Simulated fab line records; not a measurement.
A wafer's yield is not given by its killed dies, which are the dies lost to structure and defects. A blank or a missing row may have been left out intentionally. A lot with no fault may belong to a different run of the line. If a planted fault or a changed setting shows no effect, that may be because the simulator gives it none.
One fault through the eyes of 2 desks + flow n5Finfet + each desk holds nothing but its own numbers, with what lay behind them at the end

AT THE TOOL OWNER'S DESK: cmp-04
The tool's own readings at N5_DUMMY_GATE_CMP_04 (polishes a-Si): means of the sampled wafers that have a number, for each lot that ran on this tool. The brackets show how far a lot's mean lies from the usual mean; more than 4 standard deviations puts the lot out of limits, marked OUT.
Columns: A = motorCurrentA at N5_DUMMY_GATE_CMP_04, usual 10.5 A; B = padLifeWafers at N5_DUMMY_GATE_CMP_04, usual 1040; C = retainingRingPressureFrac at N5_DUMMY_GATE_CMP_04, usual 0.999; D = timeToEndpointS at N5_DUMMY_GATE_CMP_04, usual 12.8 s
| lot  | first seen here | A    | B    | C     | D    |
|------|-----------------|------|------|-------|------|
| L367 | day 3 01:13     | 9.9  | 739  | 0.996 | 12.5 |
| L376 | day 5 06:35     | 9.6  | 1172 | 0.996 | 12.0 |
| L381 | day 6 14:32     | 11.2 | 1448 | 1.000 | 13.5 |
Result from this desk: across the 3 lots, nothing is out of limits.

FROM THE METROLOGY DESK
What the gauges read for every lot (on any tool): the sampled wafers with a number, averaged. The brackets show how far a lot's mean lies from the usual mean; more than 4 standard deviations puts the lot out of limits, marked OUT.
Columns: A = thkNm at N5_DUMMY_GATE_THK_MEAS_05, usual 71.6 nm; B = SDB_THK at N5_SDB_THK_MEAS_31, usual 63.9 nm
| lot  | first seen here | A               | B               |
|------|-----------------|-----------------|-----------------|
| L367 | day 3 01:28     | 72.5            | 64.7            |
| L369 | day 3 12:22     | 72.0            | 64.2            |
| L370 | day 3 18:39     | 72.4            | 64.7            |
| L373 | day 4 17:27     | 71.5            | 63.8            |
| L376 | day 5 06:49     | 72.8            | 65.1            |
| L381 | day 6 14:47     | 78.6 (+7.0) OUT | 70.8 (+6.9) OUT |
| L383 | day 7 00:44     | 72.7            | 64.9            |
| L387 | day 7 22:07     | 72.6            | 64.8            |
| L388 | day 8 06:26     | 71.2            | 63.4            |
This desk finds L381 out of limits, L381 being first, at day 6 14:47 (thkNm at N5_DUMMY_GATE_THK_MEAS_05). L367, L369, L370, L373, L376, L383, L387, L388 stayed within limits.

ALL TOGETHER
Metrology desk: alarm possible at day 6 14:47 on L381.
The tool owner's desk saw nothing out of limits.
Tool owner's desk: L381 on record, inside its limits.
N5_DUMMY_GATE_CMP_04 was run on cmp-04 by each of the lots named.

WHAT THE SIMULATOR HAD PUT IN
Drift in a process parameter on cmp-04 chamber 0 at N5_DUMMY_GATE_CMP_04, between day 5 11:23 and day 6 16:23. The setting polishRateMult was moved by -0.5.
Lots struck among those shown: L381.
Per desk, hours elapsed from the start of the fault to the first reading out of limits: for the metrology desk, 27.
